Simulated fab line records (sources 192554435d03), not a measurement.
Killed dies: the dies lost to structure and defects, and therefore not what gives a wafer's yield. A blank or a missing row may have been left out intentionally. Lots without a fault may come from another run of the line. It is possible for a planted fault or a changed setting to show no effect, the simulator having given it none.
2 desks looking at one fault	flow n5-finfet	each desk holds nothing but its own numbers, with what lay behind them at the end

FROM THE METROLOGY DESK
What the gauges read, lot by lot, whatever tool the lot ran on: means of the sampled wafers that have a number. Any lot whose mean is over 4 standard deviations away from the usual mean is out of limits and marked OUT; that distance is given in the brackets. 7 of its 10 readings are shown, namely those furthest out on some lot.
Columns: A = DIBL_N at N5_BEOL_M4_RC_MEAS_101, usual 35.9 mV/V; B = IOFF_P at N5_BEOL_M4_RC_MEAS_101, usual 0.22 nA/um; C = ION_N at N5_BEOL_M4_RC_MEAS_101, usual 676 uA/um; D = ION_P at N5_BEOL_M4_RC_MEAS_101, usual 465 uA/um; E = SS_N at N5_BEOL_M4_RC_MEAS_101, usual 71.4 mV/dec; F = VT_N at N5_BEOL_M4_RC_MEAS_101, usual 250 mV; G = VT_P at N5_BEOL_M4_RC_MEAS_101, usual -250 mV
lot	first seen here	A	B	C	D	E	F	G
L588	day 9 03:01	37.6	0.28	682	473	72.1	246	-245
L590	day 9 11:20	35.6	0.17	669	458	70.6	253	-255
L591	day 9 22:20	35.8	0.23	682	471	71.5	250	-247
L603	day 13 02:49	36.8	0.25	672	467	71.9	251	-249
L606	day 13 20:39	38.0	0.26	692	477	71.9	245	-246
L607	day 14 09:16	35.2	0.15	654	447	70.7	255	-257
This desk's verdict: no lot among the 6 shows anything out of limits.

DESK OF THE TOOL OWNER: litho-track-05
The tool's own readings at N5_HKMG_FIN_COAT_66 (time 60 s, resist thk 300 nm): means of the sampled wafers that have a number, for each lot that ran on this tool. Any lot whose mean is over 4 standard deviations away from the usual mean is out of limits and marked OUT; that distance is given in the brackets.
Columns: A = exhaust-pa at N5_HKMG_FIN_COAT_66, usual 45.0 Pa; B = spin-speed-rpm at N5_HKMG_FIN_COAT_66, usual 1499.9 rpm
lot	first seen here	A	B
L588	day 5 06:10	45.3	1501.0
L590	day 5 18:05	45.7	1462.5 (-42) OUT
L591	day 6 01:17	44.1	1462.5 (-42) OUT
This desk finds L590, L591 out of limits, L590 being first, at day 5 18:05 (spin-speed-rpm at N5_HKMG_FIN_COAT_66). L588 stayed within limits.

ALL TOGETHER
The tool owner's desk had the chance to raise an alarm at day 5 18:05 on L590, L591.
From the metrology desk's view, nothing was out of limits.
The metrology desk holds a record of L590, L591, inside its limits.
On litho-track-05, each named lot ran N5_HKMG_FIN_COAT_66.

WHAT THE SIMULATOR HAD PUT IN
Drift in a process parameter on litho-track-05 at N5_HKMG_FIN_COAT_66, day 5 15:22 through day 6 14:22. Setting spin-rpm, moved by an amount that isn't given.
Lots struck among those shown: L590, L591.
Delay in hours, fault start to first out-of-limits reading, by desk: the tool owner's desk at 3.
